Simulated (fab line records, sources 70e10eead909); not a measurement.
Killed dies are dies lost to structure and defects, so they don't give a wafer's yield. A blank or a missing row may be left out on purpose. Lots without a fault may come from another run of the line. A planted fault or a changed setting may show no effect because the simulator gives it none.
Which tool did it? | flow nand_harc | 23 lots, 69 wafers sampled, at 6 steps of a route of 1302

WHAT THE GAUGES READ, wafer by wafer
The record holds no reading of a measuring or inspecting step that can be judged against a usual standard deviation.

WHICH TOOL RAN EACH LOT (tool, then ch and the chambers of the sampled wafers, then the start)
lot  | NHARC_A_STAIRCASE_DESCUM_168       | NHARC_A_STAIRCASE_DESCUM_11        | NHARC_A_STAIRCASE_TRIM_22                     | NHARC_A_STAIRCASE_ETCH_203                    | NHARC_A_STAIRCASE_DESCUM_219       | NHARC_A_STAIRCASE_ETCH_225
L074 | rie_diel-07 ch 0,1,2, day 15 09:31 | rie_diel-08 ch 2,3, day 15 11:41   | rie_diel-07 ch 1,2,3, day 15 20:58 or earlier | rie_diel-04 ch 0,3, day 15 20:58 or earlier   | rie_diel-07 ch 2,3, day 15 20:58   | rie_diel-07 ch 0,1,2, no start
L076 | rie_diel-07 ch 0,3, day 16 01:32   | rie_diel-07 ch 0,1,3, day 16 03:25 | rie_diel-07 ch 0,1,3, day 16 11:25 or earlier | rie_diel-04 ch 0,1,2, day 16 11:25 or earlier | rie_diel-04 ch 0,1,3, day 16 11:25 | rie_diel-04 ch 0,3, no start
L075 | rie_diel-08 ch 2,3, day 16 01:42   | rie_diel-08 ch 1,2,3, day 16 03:40 | rie_diel-08 ch 1,2, day 16 12:16 or earlier   | rie_diel-04 ch 0,1, day 16 12:16 or earlier   | rie_diel-04 ch 1,2,3, day 16 12:16 | rie_diel-04 ch 2,3, no start
L077 | rie_diel-08 ch 0,2,3, day 16 17:53 | rie_diel-04 ch 0,1,2, day 16 20:14 | rie_diel-07 ch 0,2,3, day 17 03:36 or earlier | rie_diel-04 ch 1,2,3, day 17 03:36 or earlier | rie_diel-04 ch 1,2,3, day 17 03:36 | rie_diel-04 ch 0,2,3, no start
L078 | rie_diel-04 ch 0,1,3, day 17 08:53 | rie_diel-08 ch 0,2,3, day 17 10:51 | rie_diel-08 ch 0,2,3, day 17 18:26 or earlier | rie_diel-07 ch 2,3, day 17 18:26 or earlier   | rie_diel-07 ch 1,2,3, day 17 18:26 | rie_diel-07 ch 1,2,3, no start
L079 | rie_diel-08 ch 2,3, day 17 21:02   | rie_diel-07 ch 1,3, day 17 22:52   | rie_diel-04 ch 2,3, day 18 06:20 or earlier   | rie_diel-04 ch 2,3, day 18 06:20 or earlier   | rie_diel-07 ch 1,2, day 18 06:20   | rie_diel-07 ch 0,1,3, no start
L080 | rie_diel-04 ch 0,3, day 17 21:17   | rie_diel-07 ch 0,2, day 17 23:08   | rie_diel-08 ch 0,2,3, day 18 07:55 or earlier | rie_diel-08 ch 1,3, day 18 07:55 or earlier   | rie_diel-08 ch 0,1, day 18 07:55   | rie_diel-08 ch 0,1,2, no start
L082 | rie_diel-07 ch 1,3, day 19 05:42   | rie_diel-04 ch 0,2,3, day 19 07:34 | rie_diel-04 ch 0,3, day 19 16:13 or earlier   | rie_diel-07 ch 0,2,3, day 19 16:13 or earlier | rie_diel-07 ch 0,1,3, day 19 16:13 | rie_diel-07 ch 2,3, no start
L084 | rie_diel-04 ch 0,2,3, day 19 16:53 | rie_diel-08 ch 2,3, day 19 18:42   | rie_diel-08 ch 2,3, day 20 02:02 or earlier   | rie_diel-04 ch 1,2,3, day 20 02:02 or earlier | rie_diel-07 ch 2,3, day 20 02:02   | rie_diel-07 ch 0,1,3, no start
L083 | rie_diel-04 ch 0,2,3, day 19 17:02 | rie_diel-04 ch 0,1,2, day 19 18:53 | rie_diel-04 ch 1,3, day 20 02:46 or earlier   | rie_diel-08 ch 1,2,3, day 20 02:46 or earlier | rie_diel-04 ch 0,1,2, day 20 02:46 | rie_diel-04 ch 0,1,2, no start
L085 | rie_diel-07 ch 0,2, day 20 05:40   | rie_diel-04 ch 1,2, day 20 07:42   | rie_diel-04 ch 0,1, day 20 16:19 or earlier   | rie_diel-08 ch 0,2,3, day 20 16:19 or earlier | rie_diel-08 ch 0,3, day 20 16:19   | rie_diel-08 ch 0,1,2, no start
L086 | rie_diel-04 ch 2,3, day 20 05:49   | rie_diel-08 ch 1,2, day 20 07:53   | rie_diel-08 ch 0,1,2, day 20 16:10 or earlier | rie_diel-07 ch 0,1, day 20 16:10 or earlier   | rie_diel-04 ch 0,3, day 20 16:10   | rie_diel-04 ch 1,3, no start
L087 | rie_diel-08 ch 1,3, day 21 01:31   | rie_diel-08 ch 0,3, day 21 03:14   | rie_diel-08 ch 0,2, day 21 10:34 or earlier   | rie_diel-08 ch 0,1,3, day 21 10:34 or earlier | rie_diel-07 ch 0,3, day 21 10:34   | rie_diel-07 ch 2,3, no start
L089 | rie_diel-07 ch 1,3, day 21 07:52   | rie_diel-04 ch 1,2, day 21 09:41   | rie_diel-04 ch 1,2,3, day 21 17:30 or earlier | rie_diel-08 ch 1,2,3, day 21 17:30 or earlier | rie_diel-04 ch 1,2,3, day 21 17:30 | rie_diel-04 ch 1,3, no start
L088 | rie_diel-07 ch 0,2,3, day 21 11:37 | rie_diel-07 ch 0,2,3, day 21 13:26 | rie_diel-07 ch 1,2,3, day 22 00:09 or earlier | rie_diel-08 ch 0,2,3, day 22 00:09 or earlier | rie_diel-04 ch 0,1,3, day 22 00:09 | rie_diel-04 ch 1,2, no start
L091 | rie_diel-07 ch 1,2,3, day 22 09:35 | rie_diel-08 ch 0,1,2, day 22 11:24 | rie_diel-08 ch 0,2,3, day 22 23:11 or earlier | rie_diel-07 ch 1,2, day 22 23:11 or earlier   | rie_diel-08 ch 0,1,3, day 22 23:11 | rie_diel-08 ch 1,3, no start
L090 | rie_diel-07 ch 0,1,3, day 22 15:22 | rie_diel-04 ch 1,3, day 22 22:19   | rie_diel-08 ch 0,1,3, day 23 05:43 or earlier | rie_diel-07 ch 2,3, day 23 05:43 or earlier   | rie_diel-07 ch 0,1,3, day 23 05:43 | rie_diel-07 ch 0,2,3, no start
L093 | rie_diel-07 ch 0,1,3, day 23 06:39 | rie_diel-07 ch 1,2,3, day 23 08:31 | rie_diel-07 ch 0,1,3, day 23 18:53 or earlier | rie_diel-07 ch 0,1,2, day 23 18:53 or earlier | rie_diel-04 ch 0,2, day 23 18:53   | rie_diel-04 ch 0,1,2, no start
L092 | rie_diel-07 ch 1,2, day 23 06:49   | rie_diel-07 ch 0,1,2, day 23 08:49 | rie_diel-07 ch 0,2,3, day 23 18:05 or earlier | rie_diel-07 ch 0,3, day 23 18:05 or earlier   | rie_diel-07 ch 0,1,3, day 23 18:05 | rie_diel-07 ch 1,2, no start
L094 | rie_diel-07 ch 0,1,2, day 23 10:14 | rie_diel-07 ch 0,1,2, day 23 12:11 | rie_diel-07 ch 0,2,3, day 23 21:09 or earlier | rie_diel-04 ch 1,2, day 23 21:09 or earlier   | rie_diel-04 ch 0,2, day 23 21:09   | rie_diel-04 ch 0,2,3, no start
L096 | rie_diel-04 ch 0,3, day 24 05:46   | rie_diel-04 ch 0,2,3, day 24 09:59 | rie_diel-08 ch 0,1,2, day 24 20:29 or earlier | rie_diel-08 ch 0,1,3, day 24 20:29 or earlier | rie_diel-07 ch 1,2, day 24 20:29   | rie_diel-07 ch 2,3, no start
L095 | rie_diel-04 ch 0,1, day 24 05:56   | rie_diel-04 ch 0,1,2, day 24 10:05 | rie_diel-07 ch 0,1,2, day 24 20:38 or earlier | rie_diel-04 ch 0,1,3, day 24 20:38 or earlier | rie_diel-08 ch 0,1,3, day 24 20:38 | rie_diel-08 ch 0,1,2, no start
L097 | rie_diel-08 ch 1,2,3, day 25 05:46 | rie_diel-04 ch 0,2, day 25 07:28   | rie_diel-04 ch 0,2,3, day 25 14:44 or earlier | rie_diel-08 ch 1,2,3, day 25 14:44 or earlier | rie_diel-07 ch 0,2,3, day 25 14:44 | rie_diel-07 ch 1,3, no start
- NHARC_A_STAIRCASE_DESCUM_168: chemistry O2, time 3 s.
- NHARC_A_STAIRCASE_DESCUM_11: chemistry O2, time 3 s.
- NHARC_A_STAIRCASE_TRIM_22: chemistry O2, time 211.2 s.
- NHARC_A_STAIRCASE_ETCH_203: etches the open film in C4F8/O2, target depth 100 nm, time 40.5 s.
- NHARC_A_STAIRCASE_DESCUM_219: chemistry O2, time 3 s.
- NHARC_A_STAIRCASE_ETCH_225: etches the open film in C4F8/O2, target depth 100 nm, time 40.5 s.

WHAT THE TOOLS THEMSELVES READ (means of the sampled wafers that have a number; where no wafer has one, the mark that the record gives instead)
NHARC_A_STAIRCASE_DESCUM_168. Usual: drypump_motor_current_A 5.6 A, standard deviation 0.33; oes_product_au 0.999 a.u., standard deviation 0.0072; rf_vpp_V 57.7 V, standard deviation 0.86; showerhead_plenum_p_Torr 1.93 Torr, standard deviation 0.073; throttle_valve_pct 11.311 %, standard deviation 0.0089.
lot  | tool        | drypump_motor_current_A (A) | oes_product_au (a.u.) | rf_vpp_V (V) | showerhead_plenum_p_Torr (Torr) | throttle_valve_pct (%) | flag
L074 | rie_diel-07 | 5.6                         | 0.996                 | 58.0         | 1.93                            | 11.305                 |
L076 | rie_diel-07 | 5.9                         | 0.997                 | 58.1         | 1.97                            | 11.317                 |
L075 | rie_diel-08 | 5.6                         | 1.008                 | 57.7         | 1.86                            | 11.303                 |
L077 | rie_diel-08 | 5.5                         | 1.001                 | 57.9         | 1.91                            | 11.311                 |
L078 | rie_diel-04 | 5.3                         | 0.997                 | 57.9         | 1.90                            | 11.311                 |
L079 | rie_diel-08 | 5.6                         | 1.000                 | 57.4         | 1.86                            | 11.305                 |
L080 | rie_diel-04 | 5.5                         | 0.996                 | 58.4         | 1.95                            | 11.322                 |
L082 | rie_diel-07 | 5.8                         | 1.002                 | 57.4         | 1.93                            | 11.309                 |
L084 | rie_diel-04 | 5.6                         | 0.994                 | 58.0         | 1.97                            | 11.308                 |
L083 | rie_diel-04 | 5.6                         | 0.997                 | 58.5         | 1.97                            | 11.310                 |
L085 | rie_diel-07 | 5.7                         | 1.000                 | 56.8         | 1.93                            | 11.313                 |
L086 | rie_diel-04 | 5.5                         | 1.000                 | 58.0         | 1.99                            | 11.316                 |
L087 | rie_diel-08 | 5.9                         | 0.993                 | 58.0         | 2.00                            | 11.304                 |
L089 | rie_diel-07 | 5.7                         | 0.994                 | 57.8         | 1.89                            | 11.304                 |
L088 | rie_diel-07 | 5.8                         | 1.004                 | 57.7         | 1.94                            | 11.315                 |
L091 | rie_diel-07 | 5.7                         | 1.000                 | 57.8         | 1.90                            | 11.315                 |
L090 | rie_diel-07 | 5.8                         | 1.000                 | 57.1         | 1.93                            | 11.318                 |
L093 | rie_diel-07 | 5.8                         | 0.999                 | 56.9         | 1.93                            | 11.313                 |
L092 | rie_diel-07 | 5.5                         | 0.998                 | 58.0         | 1.88                            | 11.312                 |
L094 | rie_diel-07 | 5.6                         | 0.998                 | 58.8         | 1.91                            | 11.308                 |
L096 | rie_diel-04 | 5.5                         | 0.997                 | 57.4         | 1.94                            | 11.307                 |
L095 | rie_diel-04 | 5.5                         | 0.995                 | 57.4         | 1.87                            | 11.320                 |
L097 | rie_diel-08 | 5.7                         | 1.003                 | 58.3         | 1.90                            | 11.306                 |

NHARC_A_STAIRCASE_DESCUM_11. Usual: drypump_motor_current_A 5.6 A, standard deviation 0.33; oes_product_au 1.000 a.u., standard deviation 0.0078; rf_vpp_V 57.8 V, standard deviation 0.85; showerhead_plenum_p_Torr 1.93 Torr, standard deviation 0.078; throttle_valve_pct 11.311 %, standard deviation 0.0093.
lot  | tool        | drypump_motor_current_A (A) | oes_product_au (a.u.) | rf_vpp_V (V) | showerhead_plenum_p_Torr (Torr) | throttle_valve_pct (%) | flag
L074 | rie_diel-08 | 5.5                         | 1.001                 | 56.8         | 1.85                            | 11.313                 |
L076 | rie_diel-07 | 5.8                         | 0.997                 | 57.7         | 1.95                            | 11.306                 |
L075 | rie_diel-08 | 5.7                         | 1.004                 | 57.9         | 1.83                            | 11.312                 |
L077 | rie_diel-04 | 5.5                         | 1.002                 | 57.7         | 1.93                            | 11.308                 |
L078 | rie_diel-08 | 5.5                         | 0.996                 | 57.2         | 1.91                            | 11.310                 |
L079 | rie_diel-07 | 5.7                         | 0.996                 | 57.9         | 1.90                            | 11.307                 |
L080 | rie_diel-07 | 5.7                         | 0.994                 | 57.5         | 1.96                            | 11.300                 |
L082 | rie_diel-04 | 5.6                         | 0.996                 | 57.8         | 1.97                            | 11.316                 |
L084 | rie_diel-08 | 5.5                         | 1.012                 | 57.4         | 1.84                            | 11.316                 |
L083 | rie_diel-04 | 5.5                         | 0.997                 | 57.1         | 1.92                            | 11.320                 |
L085 | rie_diel-04 | 5.1                         | 0.999                 | 57.9         | 1.89                            | 11.318                 |
L086 | rie_diel-08 | 5.6                         | 1.009                 | 57.8         | 1.91                            | 11.306                 |
L087 | rie_diel-08 | 5.6                         | 1.008                 | 57.7         | 1.91                            | 11.314                 |
L089 | rie_diel-04 | 5.5                         | 1.002                 | 58.0         | 1.96                            | 11.299                 |
L088 | rie_diel-07 | 5.8                         | 0.994                 | 58.3         | 1.94                            | 11.313                 |
L091 | rie_diel-08 | 5.6                         | 1.001                 | 58.6         | 1.97                            | 11.315                 |
L090 | rie_diel-04 | 5.1                         | 1.007                 | 57.5         | 1.91                            | 11.305                 |
L093 | rie_diel-07 | 5.7                         | 0.999                 | 57.2         | 1.90                            | 11.306                 |
L092 | rie_diel-07 | 5.6                         | 0.999                 | 57.5         | 1.91                            | 11.306                 |
L094 | rie_diel-07 | 5.6                         | 1.004                 | 57.4         | 1.91                            | 11.315                 |
L096 | rie_diel-04 | 5.6                         | 1.003                 | 58.9         | 1.96                            | 11.309                 |
L095 | rie_diel-04 | 5.5                         | 1.005                 | 57.5         | 1.91                            | 11.302                 |
L097 | rie_diel-04 | 5.8                         | 0.994                 | 58.2         | 1.94                            | 11.303                 |

NHARC_A_STAIRCASE_TRIM_22. Usual: drypump_motor_current_A 5.6 A, standard deviation 0.32; oes_product_au 1.000 a.u., standard deviation 0.0084; rf_vpp_V 57.8 V, standard deviation 0.95; showerhead_plenum_p_Torr 3.55 Torr, standard deviation 0.14; throttle_valve_pct 17.037 %, standard deviation 0.0082.
lot  | tool        | drypump_motor_current_A (A) | oes_product_au (a.u.) | rf_vpp_V (V) | showerhead_plenum_p_Torr (Torr) | throttle_valve_pct (%) | flag
L074 | rie_diel-07 | 5.7                         | 0.996                 | 58.0         | 3.54                            | 17.033                 |
L076 | rie_diel-07 | 5.8                         | 1.007                 | 57.9         | 3.59                            | 17.037                 |
L075 | rie_diel-08 | 5.6                         | 1.001                 | 57.7         | 3.36                            | 17.040                 |
L077 | rie_diel-07 | 5.8                         | 0.999                 | 58.3         | 3.59                            | 17.034                 |
L078 | rie_diel-08 | 5.5                         | 1.001                 | 57.7         | 3.52                            | 17.031                 |
L079 | rie_diel-04 | 5.6                         | 1.004                 | 58.8         | 3.71                            | 17.025                 |
L080 | rie_diel-08 | 5.5                         | 1.000                 | 57.8         | 3.52                            | 17.042                 |
L082 | rie_diel-04 | 5.6                         | 0.986                 | 57.7         | 3.55                            | 17.038                 |
L084 | rie_diel-08 | 5.6                         | 1.003                 | 56.9         | 3.42                            | 17.038                 |
L083 | rie_diel-04 | 5.0                         | 1.012                 | 58.0         | 3.45                            | 17.039                 |
L085 | rie_diel-04 | 5.1                         | 1.004                 | 58.0         | 3.41                            | 17.043                 |
L086 | rie_diel-08 | 5.6                         | 1.004                 | 58.9         | 3.63                            | 17.026                 |
L087 | rie_diel-08 | 5.4                         | 1.006                 | 58.3         | 3.49                            | 17.037                 |
L089 | rie_diel-04 | 5.3                         | 1.005                 | 57.7         | 3.57                            | 17.043                 |
L088 | rie_diel-07 | 5.7                         | 0.996                 | 57.4         | 3.51                            | 17.039                 |
L091 | rie_diel-08 | 5.5                         | 0.999                 | 57.6         | 3.50                            | 17.032                 |
L090 | rie_diel-08 | 5.7                         | 1.000                 | 57.9         | 3.64                            | 17.041                 |
L093 | rie_diel-07 | 5.8                         | 0.994                 | 58.7         | 3.55                            | 17.038                 |
L092 | rie_diel-07 | 5.8                         | 0.997                 | 58.3         | 3.56                            | 17.035                 |
L094 | rie_diel-07 | 5.8                         | 0.996                 | 58.1         | 3.56                            | 17.032                 |
L096 | rie_diel-08 | 5.6                         | 1.005                 | 57.9         | 3.61                            | 17.038                 |
L095 | rie_diel-07 | 5.6                         | 0.997                 | 57.6         | 3.52                            | 17.037                 |
L097 | rie_diel-04 | 5.6                         | 1.004                 | 57.9         | 3.61                            | 17.037                 |

NHARC_A_STAIRCASE_ETCH_203. Usual: oes_product_au 0.944 a.u., standard deviation 0.0098; rf_vpp_V 897 V, standard deviation 5.1.
lot  | tool        | oes_product_au (a.u.) | rf_vpp_V (V) | flag
L074 | rie_diel-04 | 0.940                 | 898          |
L076 | rie_diel-04 | 0.947                 | 897          |
L075 | rie_diel-04 | 0.944                 | 894          |
L077 | rie_diel-04 | 0.945                 | 898          |
L078 | rie_diel-07 | 0.948                 | 898          |
L079 | rie_diel-04 | 0.954                 | 901          |
L080 | rie_diel-08 | 0.939                 | 902          |
L082 | rie_diel-07 | 0.940                 | 899          |
L084 | rie_diel-04 | 0.943                 | 898          |
L083 | rie_diel-08 | 0.944                 | 896          |
L085 | rie_diel-08 | 0.944                 | 896          |
L086 | rie_diel-07 | 0.940                 | 899          |
L087 | rie_diel-08 | 0.953                 | 900          |
L089 | rie_diel-08 | 0.937                 | 896          |
L088 | rie_diel-08 | 0.958                 | 896          |
L091 | rie_diel-07 | 0.934                 | 893          |
L090 | rie_diel-07 | 0.942                 | 896          |
L093 | rie_diel-07 | 0.947                 | 896          |
L092 | rie_diel-07 | 0.945                 | 899          |
L094 | rie_diel-04 | 0.936                 | 899          |
L096 | rie_diel-08 | 0.942                 | 900          |
L095 | rie_diel-04 | 0.940                 | 894          |
L097 | rie_diel-08 | 0.942                 | 896          |

NHARC_A_STAIRCASE_DESCUM_219. Usual: drypump_motor_current_A 5.6 A, standard deviation 0.34; oes_product_au 1.002 a.u., standard deviation 0.0081; rf_vpp_V 57.9 V, standard deviation 0.93; showerhead_plenum_p_Torr 1.93 Torr, standard deviation 0.074; throttle_valve_pct 11.311 %, standard deviation 0.0088.
lot  | tool        | drypump_motor_current_A (A) | oes_product_au (a.u.) | rf_vpp_V (V) | showerhead_plenum_p_Torr (Torr) | throttle_valve_pct (%) | flag
L074 | rie_diel-07 | 5.9                         | 1.002                 | 57.1         | 1.94                            | 11.317                 |
L076 | rie_diel-04 | 5.3                         | 1.012                 | 58.3         | 1.91                            | 11.310                 |
L075 | rie_diel-04 | 5.3                         | 1.012                 | 58.0         | 1.95                            | 11.315                 |
L077 | rie_diel-04 | 5.3                         | 0.997                 | 58.7         | 1.94                            | 11.313                 |
L078 | rie_diel-07 | 5.7                         | 1.004                 | 57.2         | 1.91                            | 11.309                 |
L079 | rie_diel-07 | 5.6                         | 0.994                 | 59.0         | 1.89                            | 11.319                 |
L080 | rie_diel-08 | 5.8                         | 1.002                 | 58.8         | 2.06                            | 11.314                 |
L082 | rie_diel-07 | 5.8                         | 1.001                 | 58.3         | 1.94                            | 11.316                 |
L084 | rie_diel-07 | 5.7                         | 1.001                 | 58.1         | 1.92                            | 11.309                 |
L083 | rie_diel-04 | 5.5                         | 0.997                 | 57.9         | 1.92                            | 11.316                 |
L085 | rie_diel-08 | 5.6                         | 0.999                 | 58.3         | 1.92                            | 11.307                 |
L086 | rie_diel-04 | 5.5                         | 0.993                 | 57.7         | 1.95                            | 11.302                 |
L087 | rie_diel-07 | 5.9                         | 1.004                 | 57.5         | 1.97                            | 11.306                 |
L089 | rie_diel-04 | 5.3                         | 1.007                 | 57.2         | 1.93                            | 11.312                 |
L088 | rie_diel-04 | 5.3                         | 1.005                 | 58.1         | 1.89                            | 11.313                 |
L091 | rie_diel-08 | 5.7                         | 0.993                 | 57.7         | 1.98                            | 11.314                 |
L090 | rie_diel-07 | 5.8                         | 1.002                 | 57.6         | 1.93                            | 11.309                 |
L093 | rie_diel-04 | 5.8                         | 1.000                 | 58.1         | 1.99                            | 11.306                 |
L092 | rie_diel-07 | 5.8                         | 0.996                 | 57.2         | 1.93                            | 11.305                 |
L094 | rie_diel-04 | 5.8                         | 1.007                 | 57.5         | 1.94                            | 11.314                 |
L096 | rie_diel-07 | 5.6                         | 0.993                 | 57.5         | 1.87                            | 11.317                 |
L095 | rie_diel-08 | 5.7                         | 1.012                 | 58.0         | 1.97                            | 11.313                 |
L097 | rie_diel-07 | 5.8                         | 1.000                 | 58.2         | 1.93                            | 11.310                 |

NHARC_A_STAIRCASE_ETCH_225. Usual: oes_product_au 0.944 a.u., standard deviation 0.0097; rf_vpp_V 897 V, standard deviation 4.8.
lot  | tool        | oes_product_au (a.u.) | rf_vpp_V (V) | flag
L074 | rie_diel-07 | 0.943                 | 898          |
L076 | rie_diel-04 | 0.932                 | 899          |
L075 | rie_diel-04 | 0.951                 | 901          |
L077 | rie_diel-04 | 0.948                 | 900          |
L078 | rie_diel-07 | 0.938                 | 897          |
L079 | rie_diel-07 | 0.945                 | 897          |
L080 | rie_diel-08 | 0.955                 | 900          |
L082 | rie_diel-07 | 0.945                 | 897          |
L084 | rie_diel-07 | 0.950                 | 898          |
L083 | rie_diel-04 | 0.954                 | 897          |
L085 | rie_diel-08 | 0.956                 | 899          |
L086 | rie_diel-04 | 0.942                 | 896          |
L087 | rie_diel-07 | 0.934                 | 897          |
L089 | rie_diel-04 | 0.949                 | 893          |
L088 | rie_diel-04 | 0.956                 | 898          |
L091 | rie_diel-08 | 0.930                 | 900          |
L090 | rie_diel-07 | 0.938                 | 897          |
L093 | rie_diel-04 | 0.941                 | 896          |
L092 | rie_diel-07 | 0.943                 | 893          |
L094 | rie_diel-04 | 0.947                 | 899          |
L096 | rie_diel-07 | 0.941                 | 897          |
L095 | rie_diel-08 | 0.949                 | 898          |
L097 | rie_diel-07 | 0.939                 | 894          |

THE ANSWER, worked out from the rows above alone
Rule: a lot is off if the mean of its wafers that have a number lies more than 3 standard deviations from the usual mean. A lot without any number at a reading at which 4 lots or more have one is off too. The other lots that the step has rows for count as sound. The gauges are gone through in route order, then the tools' own readings, and for those a lot's mean is taken as printed above. The first step at which some lot is off is used, and at that step the reading that is off furthest; a lot without a number counts as furthest.
No lot is off at any reading shown: from this, nothing can be told.

WHAT THE SIMULATOR HAD PUT IN
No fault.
